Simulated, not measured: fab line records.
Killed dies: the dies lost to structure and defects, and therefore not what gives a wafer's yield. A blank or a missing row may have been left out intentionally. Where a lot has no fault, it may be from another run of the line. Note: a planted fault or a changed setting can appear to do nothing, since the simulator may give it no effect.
Chamber matching    flow nand harc    pecvd-02 running NHARC_P_M1_PRE_CLEAN_32: 3 sister chambers
The step time 12 s. 6 wafers are shown with their chamber, then 12 later ones without.

WAFERS, EACH WITH ITS CHAMBER
wafer   chamber  heater power w (W)
L082.2  2        580
L083.2  2        516
L085.1  0        661
L086.3  1        670
L086.4  0        621
L086.5  1        703

WAFERS MISSING THEIR CHAMBER
wafer   heater power w (W)
L087.1  545
L087.2  631
L087.6  669
L090.1  490
L090.5  488
L090.6  572
L091.1  569
L091.4  625
L091.5  568
L093.2  581
L093.3  701
L093.6  688

THE CHAMBER EACH PASSED THROUGH
wafer    from the rows above            in truth
L087.1   2                              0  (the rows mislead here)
L087.2   can't be placed: 0 or 1        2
L087.6   can't be placed: 1 or 0        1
L090.1   2                              2
L090.5   2                              2
L090.6   can't be placed: 2 or 0        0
L091.1   can't be placed: 2 or 0        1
L091.4   can't be placed: 0 or 1 or 2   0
L091.5   can't be placed: 2 or 0        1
L093.2   can't be placed: 2 or 0        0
L093.3   can't be placed: 1 or 0        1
L093.6   can't be placed: 1 or 0        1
Correct placement for 2 of the 12. Can't be placed from these rows: 9 (the true chamber is among the candidates in 6). Placed wrongly: 1.
How it was worked out, from the rows above alone: a wafer's distance from a chamber is the root of the sum, over the readings, of the square of ((its reading less the chamber's mean) divided by the reading's scatter). If the next closest chamber is less than 2 further off than the closest, the wafer can't be placed; otherwise it belongs to the closest. A chamber's mean is the mean of its shown wafers. The scatter is the square root of a quotient: the sum, over the shown wafers, of each reading's squared deviation from its chamber's mean, divided by wafers minus chambers.
